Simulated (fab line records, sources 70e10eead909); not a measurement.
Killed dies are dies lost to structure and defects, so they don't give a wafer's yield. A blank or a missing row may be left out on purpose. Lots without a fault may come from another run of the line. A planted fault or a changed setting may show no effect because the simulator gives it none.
One fault seen from 2 desks | flow nand_harc | each desk has only its own numbers; what lay behind them comes last

THE METROLOGY DESK
What the gauges read, lot by lot, whatever tool the lot ran on: means of the sampled wafers that have a number. A lot is out of limits, marked OUT, if its mean lies more than 4 standard deviations from the usual mean; the brackets give that distance.
Columns: A = cd_nm at NHARC_A_ZERO_WELL_CD_MEAS_10, usual 1999.0 nm; B = thk_nm at NHARC_A_SOURCE_PLATE_THK_MEAS_09, usual 9.8 nm; C = thk_nm at NHARC_A_ONON_D1_THK_MEAS_05, usual 997 nm
lot  | first seen here | A      | B    | C
L364 | day 6 23:23     | 1998.8 | 10.2 | 974
L366 | day 7 11:17     | 2001.9 | 10.2 | 999
L367 | day 8 06:21     | 2002.0 | 10.0 | 1005
L368 | day 8 07:40     | 1998.1 | 9.7  | 992
L369 | day 9 00:40     | 2001.6 | 9.0  | 1002
L370 | day 9 07:59     | 1997.9 | 10.4 | 991
L371 | day 9 16:27     | 1999.7 | 10.9 | 998
L379 | day 12 20:05    | 1997.1 | 8.9  | 1012
L380 | day 13 11:28    | 1998.0 | 8.6  | 998
L381 | day 13 16:58    | 2000.2 | 9.4  | 1004
L385 | day 15 10:21    | 1998.7 | 9.6  | 1002
L386 | day 15 23:54    | 2000.6 | 9.3  | 986
L387 | day 16 15:29    | 1997.5 | 10.6 | 1012
This desk's finding: nothing out of limits on any of the 13 lots.

THE TOOL OWNER'S DESK: pecvd_onon-04
The tool's own readings at NHARC_A_ONON_D1_DEP_03 (target thk 1000 nm): means of the sampled wafers that have a number, for each lot that ran on this tool. A lot is out of limits, marked OUT, if its mean lies more than 4 standard deviations from the usual mean; the brackets give that distance.
Columns: A = susceptor_temp_C at NHARC_A_ONON_D1_DEP_03, usual 399.99 C
lot  | first seen here | A
L366 | day 8 09:10     | 399.81
L368 | day 9 04:22     | 400.19
L369 | day 9 22:37     | 400.11
L370 | day 10 05:40    | 400.06
L379 | day 13 20:37    | 399.86
L386 | day 16 21:52    | 400.33
This desk's finding: nothing out of limits on any of the 6 lots.

PUT TOGETHER
The metrology desk saw nothing out of limits.
The tool owner's desk saw nothing out of limits.

WHAT THE SIMULATOR HAD PUT IN
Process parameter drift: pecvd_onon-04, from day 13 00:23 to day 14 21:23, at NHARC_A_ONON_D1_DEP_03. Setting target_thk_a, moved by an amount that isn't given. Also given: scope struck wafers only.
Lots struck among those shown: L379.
